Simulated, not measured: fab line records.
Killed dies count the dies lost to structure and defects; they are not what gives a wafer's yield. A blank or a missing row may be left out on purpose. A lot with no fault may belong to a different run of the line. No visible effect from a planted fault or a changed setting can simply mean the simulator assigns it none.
fab line records -- flow n5_finfet -- part 2 of 2: steps 18 to 23 of 23
record: lots: 5, wafers: 15, last_day: 18
route steps=1938 shown BEOL_M0_SAQP@654
lots with no fault: from the same line, run without faults
start_h: hours from the record's first day to the start of the lot's first wafer shown -- wait_h: hours from the lot's prior step to this one -- " the same as in the row above -- L1.1+2: several wafers, shown together as one row -- - value missing, or start not given -- * or withheld: withheld -- < > ~ a bound
route shown NAME@n: NAME is a module with steps in the file, n the number in the route of the first one -- usual: the fault-free wafers' mean and standard deviation -- same: alike in all rows -- chamber/n: place in a boat -- sites: each site's reading -- _std_site: the standard deviation of these -- _edge_site: outer sites' mean less inner sites' -- radius_mm: for every site, how far away it sits from the centre of the wafer -- mask NAME#n: copy n -- behind: the most recent tool/chamber to have shaped the wafer -- hold: what put the lot on hold/how long, in hours/how the hold closed -- device: the n, p or np transistor that did not switch -- end of line: the same wafers' tests at the end of the route -- a step given without rows: its recipe and nothing more -- killed: dies that structure and defects cost at the first sort, which is not the same as the wafer's yield -- map: per-die view of a wafer (x killed, . not killed, _ where there is no die)
set.NAME: setting as actually run; set.NAME@STEP: the setting as run at that earlier step -- model.NAME: the simulator's own value behind a step, which no gauge read
lots at selected steps of the route; one table per step, one row per wafer
services: the hour from which a tool's chamber was out of use, counted from the record's first day as start_h (under 0 if before that day), plus the number of hours and why
== steps ==
step: N5_BEOL_M0_SAQP_COAT_105
recipe: resist: SOC, temp_c: 250, time_s: 60, spin_rpm: 1500, resist_thk_nm: 100
same: time_s: 60
lot.wafer,tool,chamber,start_h,wait_h
L075.3+4+5,litho_track-05,0,120.08,0.2
L076.2+4+5,litho_track-05,0,123.95,0.3
L077.2+3+6,litho_track-05,0,127.09,0.3
L087.2+3+4,litho_track-01,0,188.20,0.3
L090.1+2+3,litho_track-02,0,207.39,0.3
step: N5_BEOL_M0_SAQP_ETCH_106
recipe: chemistry: N2/H2, target: SOC, target_depth_a: 1500, stop_on: SiNx, ion_energy_ev: 100, bias_w: 61, pressure_mtorr: 30, source_w: 850, n2_flow_sccm: 200, h2_flow_sccm: 200
usual: drypump_motor_current_A: 5.6/0.46, oes_product_au: 0.75/0.066, rf_vpp_V: 240.8/1.2, showerhead_plenum_p_Torr: 2.55/0.07, throttle_valve_pct: 17.84/0.28
lot.wafer,tool,chamber,start_h,wait_h,drypump_motor_current_A,oes_product_au,rf_hours_counter_h,rf_vpp_V,showerhead_plenum_p_Torr,throttle_valve_pct
L075.3,rie_diel-05,2,120.13,-,6.2,0.86,43,240.5,2.61,17.55
L075.4,rie_diel-05,3,120.13,-,5.1,0.68,225,240.6,2.50,18.07
L075.5,rie_diel-05,0,120.13,-,5.2,0.85,-,239.5,2.46,17.21
L076.2,rie_diel-05,2,124.01,-,6.2,0.87,44,242.1,2.61,17.55
L076.4,rie_diel-05,0,124.01,-,5.2,0.85,66,239.8,2.45,17.21
L076.5,rie_diel-05,0,124.01,-,5.2,0.85,-,238.5,2.45,17.22
L077.2,rie_diel-05,3,127.15,-,5.1,0.69,227,240.4,2.50,18.06
L077.3,rie_diel-05,1,127.15,-,5.6,0.73,196,241.6,2.63,17.73
L077.6,rie_diel-05,0,127.15,-,5.2,0.85,-,241.0,2.45,17.22
L087.2,rie_diel-05,2,188.26,-,6.2,0.83,62,241.1,2.60,17.59
L087.3,rie_diel-05,0,188.26,-,5.3,0.83,85,239.5,2.45,17.24
L087.4,rie_diel-05,1,188.26,-,5.6,0.71,214,240.4,2.62,17.78
L090.1,rie_diel-06,3,207.46,-,5.6,0.71,189,241.1,2.63,17.93
L090.2,rie_diel-06,0,207.46,-,5.1,0.79,116,241.3,2.46,18.09
L090.3,rie_diel-06,1,207.46,-,6.6,0.67,232,241.2,2.53,18.07
step: N5_BEOL_M0_SAQP_ETCH_107
recipe: chemistry: CH3F/O2, target: SiNx, target_depth_a: 300, mask_material: SOC, pressure_mtorr: 30, source_w: 395, bias_w: 73, Ar_flow_sccm: 150, CH3F_flow_sccm: 30, O2_flow_sccm: 20, ion_energy_ev: 120
usual: drypump_motor_current_A: 5.6/0.45, oes_product_au: 0.76/0.07, rf_vpp_V: 298/5.4, showerhead_plenum_p_Torr: 2.01/0.054, throttle_valve_pct: 16.39/0.22
lot.wafer,tool,chamber,start_h,wait_h,drypump_motor_current_A,oes_product_au,rf_hours_counter_h,rf_vpp_V,showerhead_plenum_p_Torr,throttle_valve_pct
L075.3,rie_diel-05,2,120.19,0.0,6.2,0.88,43,309,2.03,16.00
L075.4,rie_diel-05,3,120.19,0.0,5.1,0.69,225,297,1.99,16.69
L075.5,rie_diel-05,0,120.19,0.0,5.2,0.86,-,290,1.96,16.10
L076.2,rie_diel-05,2,124.07,0.0,6.2,0.88,44,307,2.03,16.00
L076.4,rie_diel-05,0,124.07,0.0,5.3,0.87,66,290,1.96,16.11
L076.5,rie_diel-05,0,124.07,0.0,5.2,0.86,-,290,1.96,16.10
L077.2,rie_diel-05,3,127.21,0.0,5.1,0.69,227,298,1.99,16.71
L077.3,rie_diel-05,1,127.21,0.0,5.6,0.73,196,300,2.06,16.26
L077.6,rie_diel-05,0,127.21,0.0,5.2,0.87,-,289,1.96,16.10
L087.2,rie_diel-05,2,188.32,0.0,6.2,0.86,62,308,2.03,16.02
L087.3,rie_diel-05,0,188.32,0.0,5.2,0.85,85,289,1.96,16.13
L087.4,rie_diel-05,1,188.32,0.0,5.6,0.72,215,300,2.05,16.31
L090.1,rie_diel-06,3,207.52,0.0,5.6,0.72,189,296,2.07,16.51
L090.2,rie_diel-06,0,207.52,0.0,5.2,0.79,116,305,1.94,16.62
L090.3,rie_diel-06,1,207.52,0.0,6.5,0.69,232,302,1.96,16.39
step: N5_BEOL_M0_SAQP_STRIP_108
recipe: chemistry: N2/H2, power_w: 500, temp_c: 40, pressure_mtorr: 50, rf_frequency_hz: 6e+07, overash_fraction: 0.3, bias_power_w: 28, h2_frac: 0.5, n2_flow_sccm: 300, h2_flow_sccm: 300
usual: drypump_motor_current_A: 5.7/0.46, oes_product_au: 0.75/0.072, power_w: 500.2/1.5, rf_vpp_V: 122.0/0.82, showerhead_plenum_p_Torr: 3.37/0.089, throttle_valve_pct: 19.0/0.46
lot.wafer,tool,chamber,start_h,wait_h,drypump_motor_current_A,oes_product_au,power_w,rf_hours_counter_h,rf_vpp_V,showerhead_plenum_p_Torr,throttle_valve_pct
L075.3,rie_diel-05,2,120.23,0.0,6.2,0.86,500.5,43,121.8,3.44,18.5
L075.4,rie_diel-05,3,120.23,0.0,5.1,0.69,500.9,225,121.7,3.30,19.4
L075.5,rie_diel-05,0,120.23,0.0,5.2,0.87,500.9,-,121.0,3.25,18.0
L076.2,rie_diel-05,2,124.11,0.0,6.2,0.86,497.0,44,122.2,3.44,18.5
L076.4,rie_diel-05,0,124.11,0.0,5.2,0.87,498.6,66,121.6,3.25,18.0
L076.5,rie_diel-05,0,124.11,0.0,5.3,0.87,499.8,-,122.5,3.25,18.0
L077.2,rie_diel-05,3,127.25,0.0,5.1,0.69,501.5,227,122.8,3.30,19.4
L077.3,rie_diel-05,1,127.25,0.0,5.6,0.72,502.9,196,123.0,3.47,18.8
L077.6,rie_diel-05,0,127.25,0.0,5.3,0.85,500.5,-,122.3,3.25,18.0
L087.2,rie_diel-05,2,188.36,0.0,6.2,0.84,500.3,62,122.9,3.43,18.6
L087.3,rie_diel-05,0,188.36,0.0,5.3,0.85,498.4,85,121.4,3.24,18.0
L087.4,rie_diel-05,1,188.36,0.0,5.6,0.71,499.1,215,122.3,3.46,18.8
L090.1,rie_diel-06,3,207.56,0.0,5.7,0.71,497.2,189,122.4,3.47,19.0
L090.2,rie_diel-06,0,207.56,0.0,5.1,0.80,498.8,116,122.0,3.25,19.3
L090.3,rie_diel-06,1,207.56,0.0,6.6,0.67,500.1,232,120.9,3.34,19.3
step: N5_BEOL_M0_SAQP_RECESS_109
recipe: chemistry: HF/NH3, target: SiO2, target_depth_a: 30, afs_cycles: 1, temp_c: 30, sublimation_temp_c: 180, sublimation_time_s: 60
usual: drypump_motor_current_A: 5.9/0.3, sublimation_temp_c: 180.00/0.17
lot.wafer,tool,chamber,start_h,wait_h,drypump_motor_current_A,sublimation_temp_c
L075.3,vapor_etch-01,1,120.63,0.4,5.7,180.12
L075.4,vapor_etch-01,0,120.63,0.4,6.2,180.04
L075.5,vapor_etch-01,1,120.63,0.4,5.7,179.93
L076.2,vapor_etch-01,0,124.17,0.0,6.2,179.68
L076.4,vapor_etch-01,1,124.17,0.0,5.7,179.78
L076.5,vapor_etch-01,1,124.17,0.0,5.7,180.04
L077.2,vapor_etch-01,0,127.31,0.0,6.2,179.78
L077.3,vapor_etch-01,0,127.31,0.0,6.2,179.67
L077.6,vapor_etch-01,1,127.31,0.0,5.7,179.87
L087.2,vapor_etch-01,1,188.42,0.0,5.7,179.87
L087.3,vapor_etch-01,0,188.42,0.0,6.3,180.34
L087.4,vapor_etch-01,1,188.42,0.0,5.7,179.84
L090.1,vapor_etch-01,0,207.62,0.0,6.2,180.14
L090.2,vapor_etch-01,0,207.62,0.0,6.2,180.16
L090.3,vapor_etch-01,0,207.62,0.0,6.2,180.02
step: N5_BEOL_M0_SAQP_SPACER2_ALD_26
recipe: material: SiO2, target_thk_a: 150, temp_c: 300, ald_precursor_family: BDEAS, ald_co_reactant: O2-plasma, pulse_time_s: 1, purge_time_s: 2, co_reactant_purge_time_s: 2, pressure_torr: 2
usual: heater_power_w: 481/56, precursor_pulse_height_rel: 1.001/0.02
lot.wafer,tool,chamber,start_h,wait_h,heater_power_w,precursor_pulse_height_rel,since_wet_clean_h
L075.3,ald_sin-03,3,121.08,0.4,458,0.995,113
L075.4,ald_sin-03,2,121.08,0.4,472,0.993,113
L075.5,ald_sin-03,3,121.08,0.4,464,1.028,-
L076.2,ald_sin-01,3,124.32,0.1,477,1.003,23
L076.4,ald_sin-01,1,124.32,0.1,526,0.991,23
L076.5,ald_sin-01,0,124.32,0.1,431,0.989,-
L077.2,ald_sin-01,1,127.45,0.1,531,1.013,26
L077.3,ald_sin-01,2,127.45,0.1,477,1.013,26
L077.6,ald_sin-01,2,127.45,0.1,469,1.029,-
L087.2,ald_sin-03,3,190.40,1.9,455,0.992,183
L087.3,ald_sin-03,0,190.40,1.9,539,1.027,183
L087.4,ald_sin-03,2,190.40,1.9,496,1.003,183
L090.1,ald_sin-02,3,207.89,0.2,434,0.983,306
L090.2,ald_sin-02,1,207.89,0.2,427,1.002,306
L090.3,ald_sin-02,0,207.89,0.2,494,1.023,306
== services ==
tool,chamber,start_h,hours,kind
rie_diel-06,-,95.50,1.1,repair
ald_sin-01,0,99.23,18.9,repair
ald_sin-01,1,101.50,-,clean
ald_sin-01,2,101.50,-,clean
ald_sin-01,3,101.50,-,clean
ald_sin-01,2,105.64,5.0,repair
rie_diel-02,0,110.40,10.7,repair
rie_diel-02,-,134.86,0.7,repair
ald_sin-01,0,135.09,3.7,repair
wet_bench-01,-,137.99,5.8,repair
ald_sin-03,1,147.19,7.9,repair
rie_diel-02,3,147.66,-,clean
rie_diel-02,3,147.66,-,consumable_replace:focus_ring
rie_diel-02,3,147.66,33.6,scheduled_down
rie_diel-02,3,147.66,33.6,vent_cycle
wet_bench-01,-,164.20,4.6,repair
rie_si-01,1,167.47,8.7,repair
ald_sin-02,1,169.32,4.6,repair
rie_si-02,1,185.99,5.2,repair
vapor_etch-01,1,190.54,18.7,repair
rie_si-06,-,197.51,14.6,pm
ald_sin-02,3,205.56,-,calibration
rie_diel-02,3,205.74,6.4,repair
rie_diel-02,0,207.35,34.2,repair
